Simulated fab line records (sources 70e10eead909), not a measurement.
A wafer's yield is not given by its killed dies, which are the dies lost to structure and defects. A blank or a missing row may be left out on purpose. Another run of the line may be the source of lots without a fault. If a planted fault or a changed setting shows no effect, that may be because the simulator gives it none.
Chamber matching | flow nand harc | NHARC_A_WL_FILL_ALD_10 on ald hk-02 has 4 sister chambers
The step deposits SiO2, target thk 50 nm, pulse time 10 s, ald cycles 500. 4 wafers are shown with their chamber, then 12 later ones without.

## WAFERS PAIRED WITH THEIR CHAMBERS
wafer  | chamber | heater power w (W)
L086.1 | 0       | 443
L086.3 | 1       | 378
L086.5 | 2       | 491
L086.6 | 3       | 465

## WAFERS WITHOUT THEIR CHAMBER
wafer  | heater power w (W)
L090.1 | 438
L090.4 | 364
L090.3 | 459
L092.3 | 521
L092.5 | 438
L092.6 | 379
L097.2 | 369
L097.1 | 467
L097.3 | 495
L097.4 | 422
L097.6 | 378
L097.5 | 489

## CHAMBER TAKEN BY EACH
wafer  | from the rows above          | in truth
L090.1 | can't be placed: 0 or 3      | 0
L090.4 | 1                            | 1
L090.3 | can't be placed: 3 or 0      | 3
L092.3 | 2                            | 2
L092.5 | can't be placed: 0 or 3      | 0
L092.6 | 1                            | 1
L097.2 | 1                            | 1
L097.1 | can't be placed: 3 or 0 or 2 | 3
L097.3 | 2                            | 2
L097.4 | can't be placed: 0 or 3 or 1 | 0
L097.6 | 1                            | 1
L097.5 | can't be placed: 2 or 3      | 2
Correctly placed: 6 of 12. Not placeable from these rows: 6 (in 6, the candidates include the true chamber). Wrongly placed: 0.
How it was worked out, from the rows above alone: a wafer's distance from a chamber is the root of the sum, over the readings, of the square of ((its reading less the chamber's mean) divided by the reading's scatter). If the next closest chamber is less than 2 further off than the closest, the wafer can't be placed; otherwise it belongs to the closest. Each chamber's mean is taken over the wafers shown for it. The scatter (one wafer shown for each chamber): square how far every hidden wafer sits from the nearest shown wafer, average those squares and take the square root.
